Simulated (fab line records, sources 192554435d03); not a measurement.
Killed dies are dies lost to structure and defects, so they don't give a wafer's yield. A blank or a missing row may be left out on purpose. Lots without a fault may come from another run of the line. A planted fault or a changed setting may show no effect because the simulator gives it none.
Problem report in the 8D (eight disciplines) form, filled by code | flow n5_finfet | the parts of the form that need people (team, actions taken, sign-off) are left out
Where a reading is given only as a bound, like >300, the bound stands for it, and a mean or a difference that rests on one is marked > or <: the true number lies beyond.

1. THE PROBLEM
raw_defect_count at N5_BEOL_M11_INSPECT_58 reads a mean of 610 on 2 wafers of 2 lots; wafers without a fault read 67 with a standard deviation of 21. That is +26 standard deviations from the usual mean.
The step: inspects for defects (darkfield).
First seen on wafer L826.6, day 13 11:26, on defect_inspect-01. The record holds 30 wafers of 10 lots with a number at this step. Rule for "out", or "out of limits": more than 4 standard deviations from the usual mean. The other wafers with a number count as sound.

2. WHAT IT IS AND WHAT IT IS NOT
question                    | is                | is not
which readings at this step | raw_defect_count  | -
which lots                  | L826, L828        | L822, L823, L835, L836, L837, L839, L840, L842
which wafers of those lots  | L826.6, L828.6    | L826.2, L826.5, L828.2, L828.5
read on which gauges        | defect_inspect-01 | defect_inspect-02
when                        | from day 13 11:26 | up to then (8 sound wafers); but 20 sound wafers of L828, L835, L836, L837, L839, L840, L842 came after

3. SUSPECTS, AND WHAT RULES EACH OUT
Counting: a tool at a process step up to the reading stays a suspect if it ran every lot that is out. Sound lots after the first of them don't rule it out here, since some wafers of a struck lot are sound.
- the gauge at N5_BEOL_M11_INSPECT_58: ruled out. All the wafers that are out were read on defect_inspect-01, but those of them that N5_PASSIVATION_PROBE_49 has rows for are out there too, on other tools.
- pecvd-01 at N5_BEOL_M11_PRE_CLEAN_55 (time 15 s): kept. It ran every lot that is out, first L826 (day 13 11:19); its last sound lot up to then is L823 (day 13 02:45).
- Within pecvd-01 at N5_BEOL_M11_PRE_CLEAN_55: the wafers that are out ran in chamber 1; their sound lot-mates ran in chambers 0, 2.
Left after counting: pecvd-01 at N5_BEOL_M11_PRE_CLEAN_55.

4. THE CAUSE (what the simulator had put in)
Chamber particle source: pecvd-01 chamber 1, from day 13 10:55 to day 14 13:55, at N5_BEOL_M11_PRE_CLEAN_55. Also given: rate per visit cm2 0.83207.
Counting left only this tool.

5. THE CHAIN OF EFFECTS, in route order
Each row: a reading whose mean over the struck wafers that have a number lies more than 3 standard deviations from the usual. Only readings for which the record gives a usual standard deviation are gone through. hours: the time from each lot's start at the first step in this table that gives one to its start at this step, as a median over the lots. sigmas: the change in usual standard deviations.
hours | step                    | reading              | usual  | on struck wafers | change | sigmas
0     | N5_BEOL_M11_INSPECT_58  | raw_defect_count     | 67     | 610              | +542   | +26
1     | N5_BEOL_M12_INSPECT_12  | raw_defect_count     | 1.8    | >300             | >+298  | +99 or more
41    | N5_PASSIVATION_PROBE_49 | defect_limited_yield | 90.9 % | 81.4             | -9.5   | -7.3
41    | N5_PASSIVATION_PROBE_49 | killed_at_M4_up      | 13     | 134              | +122   | +24
41    | N5_PASSIVATION_PROBE_49 | killed_dies          | 107    | 219              | +112   | +7.0
41    | N5_PASSIVATION_PROBE_49 | sort_bin_5_function  | 5.4 %  | 11.7             | +6.3   | +7.5
41    | N5_PASSIVATION_PROBE_49 | sort_n_pass          | 1073   | 961              | -112   | -7.0
41    | N5_PASSIVATION_PROBE_49 | sort_yield_pct       | 90.9 % | 81.4             | -9.5   | -7.3
The process steps in it:
- N5_PASSIVATION_PROBE_49
Later measuring or inspecting steps at which every struck wafer that the step has a row for has a number for every such reading, and none has moved that far: N5_BEOL_M12_CD_MEAS_10.

6. WHAT WOULD HAVE CAUGHT IT SOONER
In this record the first reading out of limits at a measuring or inspecting step was taken at day 13 11:26, 1 hour after the fault began at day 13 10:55.
Of the tool readings at N5_BEOL_M11_PRE_CLEAN_55 for which the record gives a usual standard deviation, none was out on any struck wafer, so an alarm limit of 4 standard deviations on them would not have fired.
Of the lots that are out (2), L828 began N5_BEOL_M11_PRE_CLEAN_55 on pecvd-01 after day 13 11:26. A hold on the tool at that time would have spared it.
